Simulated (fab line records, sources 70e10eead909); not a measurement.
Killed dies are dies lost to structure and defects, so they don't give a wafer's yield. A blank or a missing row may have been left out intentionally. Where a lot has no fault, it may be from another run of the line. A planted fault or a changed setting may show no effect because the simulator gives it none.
A lot that was struck, set against a sound lot / flow nand harc / 14 steps out of a route of 1302
Sound: the wafers L400.2, L400.4, L400.6. Struck: wafer L412.2. (L412.1 of the same lot was not struck and is left out.) The cause comes at the end.
Order at every step that has rows: each side's tool, ch and its chambers, its first start. Under that, the readings that differ: sound wafers / struck wafers / difference of the means / sigmas: that difference in standard deviations of wafers without a fault.
alike: readings whose means differ by less than 2 such deviations, and words and numbers that are the same on both sides. not compared: withheld readings, readings that some wafer has no value for, bounds like >300 that may hide the same value, and numbers for which the record gives no deviation and whose values overlap.
The two part at a step that has a row with sigmas, a row that says differs or no value, or rows on one side only. Numbers that don't overlap but have no deviation are shown without sigmas and don't part them. Lack of a reading on every wafer of one side parts them only where that side has two or more wafers.

first, 2 steps without rows for these wafers: NHARC_A_SOURCE_PLATE_CVD_03 (deposits poly-Si, target thk 200 nm, time 4000 s); NHARC_A_SOURCE_PLATE_ANNEAL_05 (time 1800 s).
NHARC_A_SOURCE_PLATE_THK_MEAS_06: measures by ellipsometry.
  sound on film metro-02, day 10 07:58; struck on film metro-01, day 15 02:46
  alike: thk nm
NHARC_A_SOURCE_PLATE_INSPECT_08:
  sound on defect inspect-01, day 10 08:04; struck on defect inspect-01, day 15 02:52
  alike: raw defect count
next comes 1 step that has no rows for these wafers: NHARC_A_ONON_D1_DEP_00 (target thickness 1000 nm).
NHARC_A_ONON_D1_THK_MEAS_02: measures by ellipsometry.
  sound on film metro-02, day 10 08:38; struck on film metro-01, day 15 03:26
reading=thk nm (nm); sound=988 987 989; struck=1017; difference=+29; sigmas=+3
next comes 1 step that has no rows for these wafers: NHARC_A_ONON_D1_DEP_03 (target thickness 1000 nm).
NHARC_A_ONON_D1_THK_MEAS_05: measures by ellipsometry.
  sound on film metro-02, day 10 09:12; struck on film metro-01, day 15 04:00
  alike: thk nm
next comes 1 step that has no rows for these wafers: NHARC_A_ONON_D1_DEP_06 (target thickness 1000 nm).
NHARC_A_ONON_D1_THK_MEAS_08: measures by ellipsometry.
  sound on film metro-01, day 10 09:46; struck on film metro-01, day 15 04:34
  alike: thk nm
NHARC_A_ONON_D1_DEP_09: target thk 1000 nm.
  sound on pecvd onon-03 ch 0, day 10 09:53; struck on pecvd onon-03 ch 0, day 15 04:38
NHARC_A_ONON_D1_THK_MEAS_11: measures by ellipsometry.
  sound on film metro-01, day 10 10:20; struck on film metro-01, day 15 05:08
reading=thk nm (nm); sound=991 991 991; struck=502; difference=-489; sigmas=-35
next comes 1 step that has no rows for these wafers: NHARC_A_ONON_D1_DEP_12 (target thickness 1000 nm).
-- record jumps: 18 days between struck wafers' starts before vs after; left off in module A_ONON_D1, resumes in module END, first step shown is number 1302 of the route --
NHARC_END_SORT_01:
  only the struck wafers appear in the record here, on prober-01 ch 0 at day 32 18:33; the sound ones have no rows

== WHERE THEY PART ==
Earliest at NHARC_A_ONON_D1_THK_MEAS_02; latest, in this record, at NHARC_END_SORT_01.

WHY: the cause the simulator had injected
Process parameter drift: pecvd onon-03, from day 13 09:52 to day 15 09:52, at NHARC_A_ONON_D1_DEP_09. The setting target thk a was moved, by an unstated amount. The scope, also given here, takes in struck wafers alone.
